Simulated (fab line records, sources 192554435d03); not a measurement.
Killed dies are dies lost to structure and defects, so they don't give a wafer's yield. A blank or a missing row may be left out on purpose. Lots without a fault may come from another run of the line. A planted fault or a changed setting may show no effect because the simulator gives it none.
fab line records | flow n5_finfet
record lots=7 wafers=18 last_day=17
route steps=1938 shown BEOL_M15@1775 PASSIVATION@1936
lots that met no fault: from a run of the same line without faults
start_h: hours from the record's first day to the start of the lot's first wafer shown | wait_h: hours since the lot's step before | " the same as in the row above | L1.1+2: a row that stands for several wafers | - no value, or no start given | * or withheld: withheld | < > ~ a bound
route shown NAME@n: a module of which the file shows steps, and the number in the route of the first | usual: mean/standard deviation of fault-free wafers | same: alike in all rows | chamber/n: place in a boat | sites: the reading at each site | _std_site: their standard deviation | _edge_site: outer sites' mean less inner sites' | radius_mm: how far each site lies from the wafer's centre | mask NAME#n: copy n | behind: the tool/chamber that last shaped the wafer | hold: why the lot was held/for how many hours/how that ended | device: the transistor (n, p or np) that didn't switch | end of line: the same wafers' tests at the end of the route | a step without rows: its recipe alone | killed: dies lost to structure and defects at the first sort, not the wafer's yield | map: a wafer's dies, x killed, . not, _ none there
set.NAME: the setting as run; set.NAME@STEP: as run at that earlier step | model.NAME: the simulator's own value behind a step, which no gauge read
lots at some steps of the route; a table a step, a row a wafer
services: from which hour (start_h, from the record's first day; less than 0 if before it) a tool's chamber was out of use, for how many hours, and why
## steps
# step N5_BEOL_M15_COAT_58
# recipe resist=BARC temp_c=205 time_s=60 spin_rpm=1500 resist_thk_nm=89
# step N5_BEOL_M15_COAT_04
# recipe spin_rpm=1704 resist_thk_nm=800
# step N5_BEOL_M15_EBR_06
# recipe solvent=PGMEA ebr_width_mm=1.5
# step N5_BEOL_M15_SOFTBAKE_05
# recipe temp_c=130 time_s=60
# step N5_BEOL_M15_EXPOSE_07
# recipe mask_id=V14 na=0.8 source_shape=annular sigma_inner=0.5 sigma_outer=0.8 polarization=unpolarized attpsm_phase_deg=180 dose_mj=41.25
# step N5_BEOL_M15_PEB_08
# recipe peb_temp_c=130 peb_time_s=90
# step N5_BEOL_M15_DEVELOP_09
# recipe develop_time_s=45 rinse_liquid=diw dry=air_spin dev_temp_c=21
# step N5_BEOL_M15_HARDBAKE_14
# recipe temp_c=130 time_s=120
# step N5_BEOL_M15_CD_MEAS_10
# recipe target_cd_nm=360 landing_energy_ev=500 detector=se_inlens polarity=opening
# usual cd_nm=359.7/1.7
# same landing_energy_ev=500
# columns lot.wafer tool chamber start_h wait_h cd_nm
L290.2 cd_sem-01 0 259.97 - 361.0
L290.3 " 0 " " 359.3
L290.5 " 0 " " 360.6
L292.1 cd_sem-01 0 262.53 - 360.0
L292.3 " 0 " " 359.6
L292.6 " 0 " " 359.7
L301.1 cd_sem-01 0 316.44 - 360.4
L301.6 " 0 " " 359.8
L303.1 cd_sem-03 0 334.04 - 357.9
L303.4 " 0 " " 358.0
L305.4 cd_sem-02 0 345.89 - 359.3
L305.6 " 0 " " 356.1
L306.3 cd_sem-02 0 358.73 - 356.1
L306.4 " 0 " " 361.4
L306.5 " 0 " " 359.7
L311.2 cd_sem-03 0 387.46 - 360.9
L311.3 " 0 " " 360.0
L311.5 " 0 " " 361.0
# step N5_BEOL_M15_OVL_MEAS_11
# recipe points_per_wafer=44
# usual V14_OVL=-3/6
# columns lot.wafer tool chamber start_h wait_h V14_OVL[nm]
L290.2 overlay-01 0 260.00 0.0 -6
L290.3 " 0 " " -2
L290.5 " 0 " " 7
L292.1 overlay-01 0 262.56 0.0 -4
L292.3 " 0 " " -16
L292.6 " 0 " " -6
L301.1 overlay-02 0 316.47 0.0 0
L301.6 " 0 " " -13
L303.1 overlay-01 0 334.07 0.0 0
L303.4 " 0 " " -9
L305.4 overlay-02 0 345.92 0.0 2
L305.6 " 0 " " 4
L306.3 overlay-02 0 358.75 0.0 2
L306.4 " 0 " " 4
L306.5 " 0 " " -2
L311.2 overlay-01 0 387.49 0.0 -1
L311.3 " 0 " " -13
L311.5 " 0 " " -9
# step N5_BEOL_M15_INSPECT_12
# recipe mode=adi inspect_instrument=macro
# usual raw_defect_count=1.8/1.2
# columns lot.wafer tool chamber start_h wait_h raw_defect_count
L290.2 defect_inspect-02 - 260.02 0.0 0
L290.3 " - " " 3
L290.5 " - " " 3
L292.1 defect_inspect-02 - 262.59 0.0 3
L292.3 " - " " 2
L292.6 " - " " 2
L301.1 defect_inspect-01 - 316.49 0.0 0
L301.6 " - " " 2
L303.1 defect_inspect-01 - 334.10 0.0 1
L303.4 " - " " 0
L305.4 defect_inspect-02 - 345.94 0.0 1
L305.6 " - " " 2
L306.3 defect_inspect-02 - 358.78 0.0 3
L306.4 " - " " 1
L306.5 " - " " 3
L311.2 defect_inspect-01 - 387.51 0.0 3
L311.3 " - " " 2
L311.5 " - " " 2
# step N5_BEOL_M15_DESCUM_15
# recipe chemistry=O2 time_s=7.9 source_power_w=50 bias_power_w=20 pressure_mtorr=20 rf_frequency_hz=2.712e+07 temp_c=40 o2_flow_sccm=225
# usual drypump_motor_current_A=5.7/0.31 oes_product_au=0.82/0.092 rf_vpp_V=243.4/1.1 showerhead_plenum_p_Torr=2.11/0.043 throttle_valve_pct=20.38/0.23
# columns lot.wafer tool chamber start_h wait_h drypump_motor_current_A oes_product_au rf_hours_counter_h rf_vpp_V showerhead_plenum_p_Torr throttle_valve_pct
L290.2 rie_diel-01 0 260.05 0.0 6.1 0.84 42 243.8 2.15 20.58
L290.3 " 3 " " 5.8 0.72 225 244.5 2.13 20.10
L290.5 " 0 " " 6.1 0.84 - 242.4 2.15 20.56
L292.1 rie_diel-01 0 262.71 0.1 6.1 0.84 43 244.6 2.15 20.57
L292.3 " 1 " " 5.9 0.98 2 243.9 2.17 20.64
L292.6 " 0 " " 6.1 0.84 - 245.1 2.15 20.57
L301.1 rie_diel-01 0 316.53 0.0 6.1 0.80 63 244.7 2.14 20.59
L301.6 " 2 " " 5.3 0.93 - 243.7 2.07 20.23
L303.1 rie_diel-01 2 334.20 0.1 5.3 0.93 21 243.4 2.06 20.23
L303.4 " 1 " " 5.9 0.89 - 243.1 2.16 20.67
L305.4 rie_diel-01 2 346.87 0.9 5.3 0.90 - 240.5 2.06 20.26
L305.6 " 1 " " 5.9 0.89 - 244.4 2.16 20.69
L306.3 rie_diel-05 1 358.81 0.0 5.3 0.75 144 242.7 2.10 20.31
L306.4 " 3 " " 5.5 0.91 16 242.4 2.06 20.36
L306.5 " 1 " " 5.3 0.75 - 243.4 2.10 20.32
L311.2 rie_diel-06 1 387.54 0.0 5.3 0.85 56 244.3 2.12 20.08
L311.3 " 0 " " 5.8 0.69 229 244.5 2.13 20.38
L311.5 " 3 " " 5.3 0.77 - 241.6 2.01 20.48
# step N5_BEOL_M15_ETCH_59
# recipe chemistry=N2/H2 target=BARC target_depth_a=890 overetch_a=267 time_s=67.9 ion_energy_ev=200 pressure_mtorr=30 source_w=840 bias_w=150 n2_flow_sccm=200 h2_flow_sccm=200
# usual drypump_motor_current_A=5.7/0.31 oes_product_au=0.70/0.075 rf_vpp_V=524.6/1.7 showerhead_plenum_p_Torr=2.57/0.053 throttle_valve_pct=17.87/0.25
# columns lot.wafer tool chamber start_h wait_h drypump_motor_current_A oes_product_au rf_hours_counter_h rf_vpp_V showerhead_plenum_p_Torr throttle_valve_pct model.coat_of_BEOL_M15_COAT_04.thk_nm model.etch.depth_nm
L290.2 rie_diel-01 0 260.09 0.0 6.1 0.73 42 525.3 2.60 18.06 719.6 88.98
L290.3 " 3 " " 5.8 0.62 225 525.4 2.62 17.70 720.2 89.06
L290.5 " 0 " " 6.1 0.73 - 526.1 2.60 18.06 721.8 89.06
L292.1 rie_diel-01 0 262.74 0.0 6.1 0.72 43 525.1 2.60 18.05 718.6 88.93
L292.3 " 1 " " 6.0 0.83 2 524.9 2.62 18.05 715.4 89.01
L292.6 " 0 " " 6.1 0.73 - 525.4 2.60 18.04 716.8 88.82
L301.1 rie_diel-01 0 316.56 0.0 6.1 0.65 63 524.7 2.59 18.07 743 75.19
L301.6 " 2 " " 5.3 0.75 - 522.7 2.49 17.58 741.6 79.13
L303.1 rie_diel-01 2 334.24 0.0 5.3 0.74 21 522.5 2.49 17.61 737 78.42
L303.4 " 1 " " 6.0 0.76 - 523.6 2.61 18.08 716.4 89.19
L305.4 rie_diel-01 2 346.92 0.0 5.3 0.77 - 521.8 2.49 17.63 717 89.3
L305.6 " 1 " " 6.0 0.70 - 526.7 2.60 18.08 735.2 79.45
L306.3 rie_diel-05 1 358.85 0.0 5.3 0.66 144 521.7 2.56 17.86 718.6 88.99
L306.4 " 3 " " 5.6 0.77 16 523.4 2.48 17.58 720.4 89.02
L306.5 " 1 " " 5.3 0.65 - 524.5 2.56 17.84 720 89.14
L311.2 rie_diel-06 1 387.58 0.0 5.3 0.73 56 526.7 2.57 17.47 722.8 89.07
L311.3 " 0 " " 5.8 0.59 229 526.1 2.62 18.11 722.8 89.06
L311.5 " 3 " " 5.3 0.67 - 520.1 2.46 18.08 719.6 88.98
# step N5_BEOL_M15_VIA_ETCH_16
# recipe chemistry=C4F8/O2/Ar target=SiO2 he_inner_torr=15 he_outer_torr=30 target_depth_a=17922 time_s=withheld ion_energy_ev=800 pressure_mtorr=20 source_w=1905 bias_w=2040 Ar_flow_sccm=400 C4F8_flow_sccm=16 O2_flow_sccm=12 ends=cleared
# usual drypump_motor_current_A=5.7/0.31 oes_f_703_au=0.82/0.092 oes_product_au=0.74/0.084 rf_vpp_V=2221/28 showerhead_plenum_p_Torr=3.46/0.068 throttle_valve_pct=30.77/0.17
# columns lot.wafer tool chamber start_h wait_h drypump_motor_current_A oes_f_703_au oes_product_au rf_vpp_V showerhead_plenum_p_Torr throttle_valve_pct model.coat_of_BEOL_M15_COAT_04.thk_nm
L290.2 rie_diel-01 0 260.14 0.0 6.1 0.86 0.77 2191 3.46 30.71 323
L290.3 " 3 " " 5.8 0.73 0.66 2261 3.53 30.61 349.4
L290.5 " 0 " " 6.1 0.86 0.77 2192 3.46 30.73 331
L292.1 rie_diel-01 0 262.79 0.0 6.1 0.86 0.76 2194 3.46 30.71 334.8
L292.3 " 1 " " 6.0 0.99 0.88 2241 3.49 30.80 331
L292.6 " 0 " " 6.1 0.86 0.76 2192 3.46 30.69 323
L301.1 rie_diel-01 0 316.61 0.0 6.1 0.84 0.74 2190 3.45 30.72 348
L301.6 " 2 " " 5.3 0.94 0.84 2222 3.39 30.75 345.8
L303.1 rie_diel-01 2 334.29 0.0 5.3 0.93 0.83 2221 3.38 30.75 354
L303.4 " 1 " " 5.9 0.91 0.81 2239 3.48 30.85 327
L305.4 rie_diel-01 2 347.06 0.1 5.3 0.91 0.81 2220 3.38 30.77 328.6
L305.6 " 1 " " 6.0 0.89 0.80 2240 3.47 30.84 345.8
L306.3 rie_diel-05 1 358.90 0.0 5.3 0.78 0.69 2263 3.40 30.42 324.6
L306.4 " 3 " " 5.5 0.91 0.85 2204 3.37 30.76 325.4
L306.5 " 1 " " 5.3 0.78 0.69 2265 3.40 30.43 324.8
L311.2 rie_diel-06 1 387.63 0.0 5.3 0.84 0.76 2202 3.51 30.62 353.8
L311.3 " 0 " " 5.8 0.68 0.62 2211 3.53 30.97 356.6
L311.5 " 3 " " 5.3 0.78 0.69 2190 3.32 30.98 339.2
# step N5_BEOL_M15_STRIP_63
# recipe chemistry=O2 power_w=600 temp_c=60 pressure_mtorr=30 rf_frequency_hz=6e+07 bias_power_w=0 overash_fraction=0.3 o2_flow_sccm=225
# usual drypump_motor_current_A=5.7/0.31 oes_product_au=0.82/0.092 rf_vpp_V=3.6/0.7 showerhead_plenum_p_Torr=2.12/0.043 throttle_valve_pct=16.61/0.21
# columns lot.wafer tool chamber start_h wait_h drypump_motor_current_A oes_product_au rf_hours_counter_h rf_vpp_V showerhead_plenum_p_Torr throttle_valve_pct
L290.2 rie_diel-01 0 - - 6.1 0.83 42 3.5 2.15 16.72
L290.3 " 3 " " 5.8 0.71 225 3.8 2.14 16.41
L290.5 " 0 " " 6.1 0.84 - 4.4 2.16 16.72
L292.1 rie_diel-01 0 - - 6.1 0.85 43 3.3 2.15 16.75
L292.3 " 1 " " 5.9 0.99 2 2.3 2.17 16.76
L292.6 " 0 " " 6.1 0.85 - 4.5 2.15 16.77
L301.1 rie_diel-01 0 - - 6.1 0.81 63 3.9 2.15 16.76
L301.6 " 2 " " 5.3 0.93 - 3.2 2.07 16.41
L303.1 rie_diel-01 2 - - 5.3 0.91 21 3.0 2.07 16.39
L303.4 " 1 " " 6.0 0.90 - 4.1 2.16 16.82
L305.4 rie_diel-01 2 - - 5.3 0.89 - 3.8 2.06 16.42
L305.6 " 1 " " 5.9 0.88 - 4.0 2.16 16.86
L306.3 rie_diel-05 1 - - 5.3 0.76 144 3.5 2.10 16.57
L306.4 " 3 " " 5.5 0.91 16 3.2 2.06 16.58
L306.5 " 1 " " 5.3 0.75 - 4.3 2.10 16.58
L311.2 rie_diel-06 1 - - 5.3 0.84 56 3.7 2.13 16.33
L311.3 " 0 " " 5.9 0.69 229 3.4 2.13 16.68
L311.5 " 3 " " 5.3 0.78 - 4.2 2.02 16.73
# step N5_PASSIVATION_PROBE_49
# usual defect_limited_yield=91.7/1.7 killed_at_M0_to_M3=34/10 killed_at_M4_up=13/5.1 killed_at_contacts=12/6.2 killed_at_front_end=36/12 killed_at_other=3.2/2.6 killed_dies=98/20 killed_open=65/13 killed_short=32/8.4 sort_bin_5_function=4.8/1.1 sort_bin_6_memory=3.2/0.74 sort_n_pass=1082/20 sort_yield_pct=91.7/1.7
# same gross_dies=1180 killed_at_back_side=0 sort_bin_4_leakage[%]=0 sort_bin_8_speed[%]=0
# columns lot.wafer tool chamber start_h wait_h defect_limited_yield[%] killed_at_M0_to_M3 killed_at_M4_up killed_at_contacts killed_at_front_end killed_at_other killed_dies killed_open killed_short sort_bin_5_function[%] sort_bin_6_memory[%] sort_n_pass sort_yield_pct[%]
L290.2 prober-02 - 278.89 0.1 94.7 21 10 8 22 2 63 45 18 3.2 1.7 1117 94.7
L290.3 prober-02 - 278.94 0.1 92.5 11 9 23 35 10 88 52 35 3.4 3.6 1092 92.5
L290.5 prober-02 - 279.04 0.2 93.5 26 6 9 31 5 77 49 28 3.2 3.0 1103 93.5
L301.1 prober-01 - 339.82 0.0 93.3 21 15 2 38 3 79 54 25 3.2 3.1 1101 93.3
L301.6 prober-01 - 340.07 0.3 94.0 21 11 3 30 6 71 50 21 3.7 2.0 1109 94.0
L311.2 prober-02 - 412.97 0.1 92.9 34 18 8 22 2 84 58 24 4.1 2.3 1096 92.9
L311.3 prober-02 - 413.02 0.1 91.3 27 19 10 45 2 103 66 36 6.0 2.5 1077 91.3
L311.5 prober-02 - 413.12 0.2 92.1 33 10 10 35 5 93 56 32 4.7 3.0 1087 92.1
# killed by level:class
L290.2 MOL_CONTACT_COAG:geometric_particle:open=8 BEOL_M4:geometric_particle:open=4 BEOL_M0_SAQP:geometric_particle:short=4 BEOL_M0_SAQP:geometric_particle:open=4 BEOL_M2:geometric_particle:open=4 BEOL_M3:geometric_particle:open=4 BEOL_M6:geometric_particle:open=4 STARTING-WAFER:geometric_particle:open=4
L290.3 MOL_CONTACT_COAG:geometric_particle:open=16 FIN_SAQP:geometric_particle:short=7 STI_FIN_REVEAL:geometric_particle:open=6 MOL_CONTACT_COAG:geometric_particle:short=6 GATE_CUT:geometric_particle:short=4 BEOL_M2:geometric_particle:open=4 DUMMY_GATE:geometric_particle:open=3 MIM_TOP:geometric_particle:open=3
L290.5 MOL_CONTACT_COAG:geometric_particle:open=8 FIN_SAQP:geometric_particle:open=7 BEOL_M0_SAQP:geometric_particle:short=6 BEOL_M0_SAQP:geometric_particle:open=6 BEOL_M4:geometric_particle:open=5 GATE_CUT:geometric_particle:short=4 BEOL_M0:geometric_particle:open=4 BEOL_M2:geometric_particle:open=4
L301.1 STI_FIN_REVEAL:geometric_particle:open=12 BEOL_M3:geometric_particle:open=7 BEOL_M1:geometric_particle:open=6 BEOL_M4:geometric_particle:open=6 GATE_CUT:geometric_particle:short=5 FIN_SAQP:geometric_particle:short=4 FIN_SAQP:geometric_particle:open=4 BEOL_M3:geometric_particle:short=3
L301.6 STI_FIN_REVEAL:geometric_particle:open=19 BEOL_M0_SAQP:geometric_particle:open=4 BEOL_M1:geometric_particle:open=4 BEOL_M3:geometric_particle:open=4 BEOL_M0_SAQP:geometric_particle:short=3 BEOL_M1:geometric_particle:short=3 BEOL_M5:geometric_particle:open=3 FIN_SAQP:geometric_particle:open=2
L311.2 BEOL_M0_SAQP:geometric_particle:open=8 MOL_CONTACT_COAG:geometric_particle:open=7 BEOL_M2:geometric_particle:open=6 BEOL_M1:geometric_particle:open=6 FIN_SAQP:geometric_particle:open=5 BEOL_M0_SAQP:geometric_particle:short=5 STI_FIN_REVEAL:geometric_particle:open=4 BEOL_M5:geometric_particle:short=4
L311.3 FIN_SAQP:geometric_particle:short=8 STI_FIN_REVEAL:geometric_particle:open=8 MOL_CONTACT_COAG:geometric_particle:open=8 BEOL_M0_SAQP:geometric_particle:short=8 BEOL_M4:geometric_particle:open=6 FIN_SAQP:geometric_particle:open=5 DUMMY_GATE:geometric_particle:open=5 BEOL_M3:geometric_particle:open=5
L311.5 BEOL_M0_SAQP:geometric_particle:short=9 FIN_SAQP:geometric_particle:open=8 MOL_CONTACT_COAG:geometric_particle:open=8 BEOL_M1:geometric_particle:short=6 FIN_SAQP:geometric_particle:short=5 DUMMY_GATE:geometric_particle:open=4 BEOL_M1:geometric_particle:open=4 BEOL_M2:geometric_particle:open=4
## services
# columns tool chamber start_h hours kind
rie_diel-01 1 239.29 - clean
rie_diel-01 1 239.29 - consumable_replace:focus_ring
rie_diel-01 1 239.29 17.8 scheduled_down
rie_diel-01 1 239.29 17.8 vent_cycle
rie_diel-01 2 257.19 - clean
rie_diel-01 2 257.19 - consumable_replace:focus_ring
rie_diel-01 2 257.19 19.0 scheduled_down
rie_diel-01 2 257.19 19.0 vent_cycle
rie_diel-06 0 274.36 3.1 repair
rie_diel-06 3 294.02 4.3 repair
rie_diel-05 3 300.48 - clean
rie_diel-05 3 300.48 - consumable_replace:focus_ring
rie_diel-05 3 300.48 12.2 scheduled_down
rie_diel-05 3 300.48 12.2 vent_cycle
rie_diel-01 3 329.15 - clean
rie_diel-01 3 329.15 - consumable_replace:focus_ring
rie_diel-01 3 329.15 21.2 scheduled_down
rie_diel-01 3 329.15 21.2 vent_cycle
rie_diel-06 - 331.77 14.6 pm
rie_diel-06 2 387.27 - clean
rie_diel-06 2 387.27 - consumable_replace:focus_ring
rie_diel-06 2 387.27 21.7 scheduled_down
rie_diel-06 2 387.27 21.7 vent_cycle
## key
first_sign none at tools or gauges
model_effect step=N5_BEOL_M15_ETCH_59 value=coat_of_BEOL_M15_COAT_04.thk_nm without=718.2 struck=739.2
model_effect step=N5_BEOL_M15_VIA_ETCH_16 value=coat_of_BEOL_M15_COAT_04.thk_nm without=327.5 struck=348.4
met_at N5_BEOL_M15_ETCH_59
struck_wafers L301.1,L301.6,L303.1,L305.6
onset_between 262.74 316.56
fault kind=process_parameter_drift tool=rie_diel-01 chamber=- onset_h=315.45 steps=N5_BEOL_M15_ETCH_59 channel=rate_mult offset=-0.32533 shape=step end_h=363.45 scope=struck_wafers_only
